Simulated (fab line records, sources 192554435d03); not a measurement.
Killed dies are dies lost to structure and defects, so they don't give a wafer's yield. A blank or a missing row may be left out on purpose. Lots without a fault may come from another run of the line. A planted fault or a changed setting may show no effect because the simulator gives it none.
Split-lot experiment | flow n5_finfet | 7 lots, 39 wafers read, on a route of 1938 steps

THE SPLIT
At N5_MOL_CONTACT_COAG_SPUTTER_143 (material Co, target thk 2.5 nm), the setting target_thk_a was moved away from the recipe's 25 angstrom on 12 of the 39 wafers read, by -35.3% to +47.8%. The other wafers ran this setting at the recipe's value.

The reading is taken at the split's own step.

THE READING
Co_of_MOL_CONTACT_COAG_SPUTTER_143.thk_nm (the simulator's own value, which no gauge read), in nm, at N5_MOL_CONTACT_COAG_SPUTTER_143 (material Co, target thk 2.5 nm). The file gives no usual value for it. The 27 wafers here that ran the recipe average 2.6 nm, standard deviation 0.13 nm.

wafer  | tool, chamber at the split | target_thk_a as run, angstrom | against the recipe | Co_of_MOL_CONTACT_COAG_SPUTTER_143.thk_nm, nm | against lot-mates on the recipe
L074.1 | pvd_sputter-01, -          | 25                            | recipe             | 2.4                                           | -
L074.2 | pvd_sputter-01, -          | 25                            | recipe             | 2.4                                           | -
L074.4 | pvd_sputter-01, -          | 25                            | recipe             | 2.4                                           | -
L074.5 | pvd_sputter-01, -          | 25                            | recipe             | 2.4                                           | -
L074.6 | pvd_sputter-01, -          | 25                            | recipe             | 2.4                                           | -
L074.3 | pvd_sputter-01, -          | 25                            | recipe             | 2.8                                           | -
L077.1 | pvd_sputter-03, -          | 25                            | recipe             | 2.6                                           | -
L077.2 | pvd_sputter-03, -          | 25                            | recipe             | 2.6                                           | -
L077.3 | pvd_sputter-03, -          | 25                            | recipe             | 2.4                                           | -
L077.4 | pvd_sputter-03, -          | 36.96                         | +47.8%             | 3.4                                           | +0.9
L077.5 | pvd_sputter-03, -          | 36.96                         | +47.8%             | 3.6                                           | +1.1
L077.6 | pvd_sputter-03, -          | 36.96                         | +47.8%             | 3.6                                           | +1.1
L081.1 | pvd_sputter-03, -          | 25                            | recipe             | 2.6                                           | -
L081.2 | pvd_sputter-03, -          | 25                            | recipe             | 2.6                                           | -
L081.3 | pvd_sputter-03, -          | 25                            | recipe             | 2.6                                           | -
L081.5 | pvd_sputter-03, -          | 25                            | recipe             | 2.6                                           | -
L081.6 | pvd_sputter-03, -          | 25                            | recipe             | 2.6                                           | -
L081.4 | pvd_sputter-03, -          | 25                            | recipe             | 2.4                                           | -
L082.1 | pvd_sputter-01, -          | 16.17                         | -35.3%             | 1.6                                           | -1.0
L082.2 | pvd_sputter-01, -          | 25                            | recipe             | 2.4                                           | -
L082.3 | pvd_sputter-01, -          | 25                            | recipe             | 2.8                                           | -
L082.4 | pvd_sputter-01, -          | 16.17                         | -35.3%             | 1.8                                           | -0.8
L082.5 | pvd_sputter-01, -          | 16.17                         | -35.3%             | 1.8                                           | -0.8
L082.6 | pvd_sputter-01, -          | 25                            | recipe             | 2.6                                           | -
L084.1 | pvd_sputter-01, -          | 25                            | recipe             | 2.6                                           | -
L084.5 | pvd_sputter-01, -          | 25                            | recipe             | 2.6                                           | -
L084.2 | pvd_sputter-01, -          | 25                            | recipe             | 2.4                                           | -
L084.3 | pvd_sputter-01, -          | 32.75                         | +31.0%             | 3.2                                           | +0.7
L084.6 | pvd_sputter-01, -          | 32.75                         | +31.0%             | 3.2                                           | +0.7
L084.4 | pvd_sputter-01, -          | 32.75                         | +31.0%             | 3.4                                           | +0.9
L086.1 | pvd_sputter-02, -          | 30.14                         | +20.6%             | 3                                             | +0.3
L086.2 | pvd_sputter-02, -          | 25                            | recipe             | 2.6                                           | -
L086.4 | pvd_sputter-02, -          | 25                            | recipe             | 2.6                                           | -
L086.3 | pvd_sputter-02, -          | 30.14                         | +20.6%             | 3.2                                           | +0.5
L086.6 | pvd_sputter-02, -          | 30.14                         | +20.6%             | 3.2                                           | +0.5
L086.5 | pvd_sputter-02, -          | 25                            | recipe             | 2.8                                           | -
L094.2 | pvd_sputter-02, -          | 25                            | recipe             | 2.6                                           | -
L094.3 | pvd_sputter-02, -          | 25                            | recipe             | 2.6                                           | -
L094.6 | pvd_sputter-02, -          | 25                            | recipe             | 2.6                                           | -

THE FIT
A straight line over all 39 wafers: Co_of_MOL_CONTACT_COAG_SPUTTER_143.thk_nm changes by +0.0223 nm for each +1% of target_thk_a; r = +0.96; the points scatter about the line by 0.13 nm.
The same after taking each lot's own level away (the mean of its wafers on the recipe; 39 wafers): +0.0226 nm for each +1%; r = +0.97; scatter 0.11 nm.
On that fit, the largest move of target_thk_a shifts the reading by 1.1 nm.
The lots' own levels span 2.47 to 2.67 nm, that is 1.6 times the standard deviation above.
So the lot-to-lot level changes the slope little: the two slopes agree.
Check: with one of the wafers moved furthest among these (+47.8%) left out of the fit, the line predicts +1.11 nm for it against its lot-mates. It came out at +0.867 nm against them.

OTHER SPLITS ON THESE WAFERS
These wafers also went through other splits before the reading. Each is held against what the fit with the lots' levels taken away leaves over:
other split on the same wafers       | wafers away from the commonest value | r with Co_of_MOL_CONTACT_COAG_SPUTTER_143.thk_nm (lot level and that fit taken away)
N5_FIN_SAQP_HM_DEP_72 target_thk_a   | 18                                   | +0.07
N5_FIN_CUT_CUT_ETCH_15 time_s        | 12                                   | +0.02
N5_SD_EPI_P_EPI_21 epi_growth_time_s | 15                                   | +0.19

THE FILE'S OWN FIT
Co_of_MOL_CONTACT_COAG_SPUTTER_143.thk_nm changes by +0.0225 nm for each +1% of target_thk_a, r = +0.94.
